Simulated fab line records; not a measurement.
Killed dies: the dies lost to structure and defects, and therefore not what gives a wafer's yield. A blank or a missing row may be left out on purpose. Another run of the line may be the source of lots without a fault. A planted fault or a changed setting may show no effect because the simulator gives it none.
3 desks, one fault / flow nand harc / each desk has only its own numbers; what lay behind them comes last

## DESK OF THE TOOL OWNER: pecvd-02
The tool's own readings at NHARC_A_M0_DEP_32 (deposits SiCN, target thk 30 nm): means of the sampled wafers that have a number, for each lot that ran on this tool. If a lot's mean is further than 4 standard deviations from the usual mean, the lot is out of limits and carries the mark OUT (the distance appears in the brackets).
Columns: A = heater power w at NHARC_A_M0_DEP_32, usual 551 W
lot=L272; first seen here=day 17 21:09; A=587
lot=L279; first seen here=day 19 04:48; A=546
lot=L277; first seen here=day 19 07:58; A=496
lot=L280; first seen here=day 19 21:34; A=523
lot=L288; first seen here=day 22 00:18; A=507
lot=L287; first seen here=day 22 00:46; A=516
lot=L283; first seen here=day 22 11:02; A=584
Result from this desk: across the 7 lots, nothing is out of limits.

## THE DEFECT DESK
Per lot, the means of the sampled wafers with a number show what the inspections along the route counted. If a lot's mean is further than 4 standard deviations from the usual mean, the lot is out of limits and carries the mark OUT (the distance appears in the brackets).
Columns: A = raw defect count at NHARC_A_M1_INSPECT_11, usual 32
lot=L271; first seen here=day 17 12:06; A=25
lot=L272; first seen here=day 17 22:31; A=41
lot=L273; first seen here=day 17 23:15; A=20
lot=L274; first seen here=day 18 08:41; A=26
lot=L275; first seen here=day 19 01:40; A=44
lot=L279; first seen here=day 19 05:54; A=24
lot=L277; first seen here=day 19 09:28; A=38
lot=L278; first seen here=day 19 21:39; A=27
lot=L280; first seen here=day 19 22:59; A=35
lot=L288; first seen here=day 22 01:36; A=745 (+65) OUT
lot=L287; first seen here=day 22 01:55; A=696 (+60) OUT
lot=L289; first seen here=day 22 02:41; A=40
lot=L283; first seen here=day 22 12:12; A=24
lot=L294; first seen here=day 23 12:08; A=22
Finding of this desk: L287, L288 out of limits; the first was L288 at day 22 01:36, on raw defect count at NHARC_A_M1_INSPECT_11. L271, L272, L273, L274, L275, L279, L277, L278, L280, L289, L283, L294: within limits.

## METROLOGY DESK
Lot by lot, what the gauges showed, no matter which tool ran the lot: averages of those sampled wafers that carry a number. If a lot's mean is further than 4 standard deviations from the usual mean, the lot is out of limits and carries the mark OUT (the distance appears in the brackets).
Columns: A = cd nm at NHARC_A_M1_CD_MEAS_09, usual 119.9 nm
lot=L271; first seen here=day 17 11:59; A=119.9
lot=L272; first seen here=day 17 22:24; A=120.4
lot=L273; first seen here=day 17 23:08; A=120.3
lot=L274; first seen here=day 18 08:34; A=120.1
lot=L275; first seen here=day 19 01:33; A=120.2
lot=L279; first seen here=day 19 05:47; A=119.5
lot=L277; first seen here=day 19 09:20; A=119.8
lot=L278; first seen here=day 19 21:31; A=119.7
lot=L280; first seen here=day 19 22:52; A=119.7
lot=L288; first seen here=day 22 01:29; A=119.1
lot=L287; first seen here=day 22 01:48; A=119.8
lot=L289; first seen here=day 22 02:34; A=119.5
lot=L283; first seen here=day 22 12:05; A=120.5
lot=L294; first seen here=day 23 12:01; A=119.5
Result from this desk: across the 14 lots, nothing is out of limits.

## PUT TOGETHER
The defect desk could have raised an alarm at day 22 01:36, on L287, L288.
The tool owner's desk saw nothing out of limits.
At the metrology desk, nothing out of limits was observed.
On record at the tool owner's desk: L287, L288, within its limits.
The metrology desk has L287, L288 on record, within its limits.
Of the lots named, all ran NHARC_A_M0_DEP_32 on pecvd-02.

## WHAT THE SIMULATOR HAD PUT IN
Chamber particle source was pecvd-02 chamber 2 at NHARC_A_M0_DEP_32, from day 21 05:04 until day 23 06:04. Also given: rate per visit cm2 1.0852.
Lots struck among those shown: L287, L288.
Hours from the fault's start to each desk's first reading out of limits: the defect desk, 21.
